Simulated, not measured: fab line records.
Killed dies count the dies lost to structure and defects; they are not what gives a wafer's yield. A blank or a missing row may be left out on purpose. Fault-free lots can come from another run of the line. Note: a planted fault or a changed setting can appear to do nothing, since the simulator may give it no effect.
Chamber matching    flow n5_finfet    N5_BEOL_M4_DEP_57 on pecvd-04: 3 sister chambers
The step deposits SiCN from 3MS/NH3, target thk 8 nm, time 14 s. 6 wafers are shown with their chamber, then 8 later ones without.

## WAFERS, EACH WITH ITS CHAMBER
wafer   chamber  showerhead_plenum_p_Torr (Torr)  throttle_valve_pct (%)
L085.6  1        3.672                            9.5
L087.5  1        3.682                            9.1
L088.1  0        3.661                            9.1
L088.2  2        3.638                            8.6
L088.6  2        3.648                            8.7
L086.1  0        3.671                            9.3

## WAFERS MISSING THEIR CHAMBER
wafer   showerhead_plenum_p_Torr (Torr)  throttle_valve_pct (%)
L086.3  3.675                            9.4
L086.4  3.675                            9.0
L093.1  3.645                            9.0
L093.3  3.674                            9.2
L093.4  3.653                            8.7
L097.2  3.668                            9.0
L097.3  3.646                            8.7
L097.6  3.657                            8.9

## THE CHAMBER EACH PASSED THROUGH
wafer   from the rows above           in truth
L086.3  can't be placed: 1 or 0       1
L086.4  can't be placed: 1 or 0       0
L093.1  can't be placed: 2 or 0       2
L093.3  can't be placed: 1 or 0       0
L093.4  can't be placed: 2 or 0       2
L097.2  can't be placed: 0 or 1       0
L097.3  2                             2
L097.6  can't be placed: 0 or 2 or 1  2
Correct placement for 1 of the 8. Can't be placed from these rows: 7 (the true chamber is among the candidates in 7). Placed wrongly: 0.
How it was worked out, from the rows above alone: a wafer's distance from a chamber is the root of the sum, over the readings, of the square of ((its reading less the chamber's mean) divided by the reading's scatter). If the next closest chamber is less than 2 further off than the closest, the wafer can't be placed; otherwise it belongs to the closest. The mean given for a chamber averages the wafers shown for that chamber. The scatter: take each reading less its chamber's mean, square it, sum over the shown wafers, divide by the number of wafers less the number of chambers, and take the root.
